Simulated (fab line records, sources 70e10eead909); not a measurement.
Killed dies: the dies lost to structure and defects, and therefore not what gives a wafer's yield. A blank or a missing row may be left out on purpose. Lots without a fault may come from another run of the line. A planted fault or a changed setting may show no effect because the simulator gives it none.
Chamber matching / flow nand harc / NHARC_A_BLC_CMP_25 on cmp-02: 4 sister chambers
The step polishes, t overpolish 30 s, target thk 150 nm. 4 wafers are shown with their chamber, then 10 later ones without.

## WAFERS PAIRED WITH THEIR CHAMBERS
wafer=L084.1; chamber=2; motor current A (A)=12.0
wafer=L087.2; chamber=3; motor current A (A)=10.4
wafer=L091.3; chamber=0; motor current A (A)=12.8
wafer=L091.4; chamber=1; motor current A (A)=13.0

## WAFERS WITH NO CHAMBER GIVEN
wafer=L091.5; motor current A (A)=13.2
wafer=L093.3; motor current A (A)=9.9
wafer=L093.5; motor current A (A)=13.2
wafer=L093.6; motor current A (A)=11.8
wafer=L095.3; motor current A (A)=12.6
wafer=L095.4; motor current A (A)=12.3
wafer=L095.6; motor current A (A)=10.5
wafer=L097.3; motor current A (A)=13.1
wafer=L097.5; motor current A (A)=12.0
wafer=L097.6; motor current A (A)=12.6

## WHICH CHAMBER EACH WENT THROUGH
wafer=L091.5; from the rows above=can't be placed: 1 or 0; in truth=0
wafer=L093.3; from the rows above=3; in truth=3
wafer=L093.5; from the rows above=can't be placed: 1 or 0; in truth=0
wafer=L093.6; from the rows above=2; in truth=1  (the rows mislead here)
wafer=L095.3; from the rows above=can't be placed: 0 or 1 or 2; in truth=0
wafer=L095.4; from the rows above=can't be placed: 2 or 0 or 1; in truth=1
wafer=L095.6; from the rows above=3; in truth=3
wafer=L097.3; from the rows above=can't be placed: 1 or 0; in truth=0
wafer=L097.5; from the rows above=2; in truth=2
wafer=L097.6; from the rows above=can't be placed: 0 or 1 or 2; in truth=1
Correctly placed: 3 of 10. Unplaceable from these rows: 6, with the true chamber sitting among the candidates in 6. Number placed wrongly: 1.
How it was worked out, from the rows above alone: a wafer's distance from a chamber is the root of the sum, over the readings, of the square of ((its reading less the chamber's mean) divided by the reading's scatter). If the next closest chamber is less than 2 further off than the closest, the wafer can't be placed; otherwise it belongs to the closest. Each chamber's mean is taken over the wafers shown for it. The scatter (one wafer shown for each chamber): square how far every hidden wafer sits from the nearest shown wafer, average those squares and take the square root.
